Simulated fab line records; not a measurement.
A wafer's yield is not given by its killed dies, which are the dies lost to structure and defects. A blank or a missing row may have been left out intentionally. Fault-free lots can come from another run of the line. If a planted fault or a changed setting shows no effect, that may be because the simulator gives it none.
A lot that was struck, set against a sound lot || flow n5_finfet || 14 out of 1938 route steps
Sound: the wafers L680.1, L680.2, L680.4. The struck wafers were L687.1, L687.3, L687.5. Last of all comes the cause.
At each step with rows: each side's tool, then ch and its chambers, then its first start. Under that, the readings that differ: sound wafers || struck wafers || difference of the means || sigmas: that difference in standard deviations of wafers without a fault.
alike: readings with means less than 2 such deviations apart, plus words and numbers identical on both sides. not compared: withheld readings, readings lacking a value on some wafer, bounds such as >300 that could conceal the same value, and numbers that have no deviation in the record and whose values overlap.
Wherever a step has rows on one side only, a row that says differs or no value, or a row with sigmas, the two part there. Non-overlapping numbers with no deviation appear without sigmas and do not part them. A reading that every wafer of one side lacks parts them only if that side has two wafers or more.

first, 8 steps without rows for these wafers: N5_BEOL_M6_COAT_64 (time 60 s, resist thk 12 nm); N5_BEOL_M6_COAT_71 (time 60 s, resist thk 5 nm); N5_BEOL_M6_COAT_22 (resist thk 30 nm); N5_BEOL_M6_EBR_24; N5_BEOL_M6_SOFTBAKE_23 (time 60 s); N5_BEOL_M6_EXPOSE_25 (exposes mask V5, target cd 40 nm); N5_BEOL_M6_PEB_26 (peb time 60 s); N5_BEOL_M6_DEVELOP_27 (develop time 30 s).
N5_BEOL_M6_CD_MEAS_28: the cd target is 40 nm.
  sound on cd_sem-03 ch 0, day 11 00:19; struck on cd_sem-01 ch 0, day 13 19:17
  alike: cd_nm
N5_BEOL_M6_OVL_MEAS_29:
  sound on overlay-02 ch 0, day 11 00:20; struck on overlay-01 ch 0, day 13 19:19
  alike: V5_OVL
N5_BEOL_M6_INSPECT_30: inspects for defects (brightfield).
  sound: defect_inspect-02 at day 11 00:24; struck: defect_inspect-02 at day 13 19:22
  alike: raw_defect_count
N5_BEOL_M6_DESCUM_33: chemistry O2, time 7 s.
  sound on rie_diel-03 ch 1,2,3, day 11 00:26; struck on rie_diel-03 ch 0,2,3, day 13 19:35
  alike: chamber_pressure_mTorr, drypump_motor_current_A, oes_product_au, rf_vpp_V, showerhead_plenum_p_Torr, throttle_valve_pct
  not compared: rf_hours_counter_h
N5_BEOL_M6_ETCH_72: etches underlayer in N2/H2, target depth 6.5 nm, time 5.2 s.
  sound on rie_diel-03 ch 1,2,3, day 11 00:28; struck on rie_diel-03 ch 0,2,3, day 13 19:37
  no value came back on the struck wafers for any of 9 readings (bias_w (W), chamber_pressure_mTorr (mTorr) and others); on the sound wafers bias_w (W) reads 149.7 149.6 150.2
N5_BEOL_M6_ETCH_65: etches SiARC in CF4, target depth 15.6 nm, time 26 s.
  sound on rie_diel-03 ch 1,2,3, day 11 00:29; struck on rie_diel-03 ch 0,2,3, day 13 19:38
  alike: bias_w, cf4_flow_sccm, chamber_pressure_mTorr, drypump_motor_current_A, etch_rf_on_time_s, oes_product_au, rf_vpp_V, showerhead_plenum_p_Torr, throttle_valve_pct
  not compared: rf_hours_counter_h

WHERE THEY PART
Within this record, at N5_BEOL_M6_ETCH_72 only. Later steps at which nothing parts them and some readings are alike: N5_BEOL_M6_ETCH_65.

WHY: whatever the simulator had introduced
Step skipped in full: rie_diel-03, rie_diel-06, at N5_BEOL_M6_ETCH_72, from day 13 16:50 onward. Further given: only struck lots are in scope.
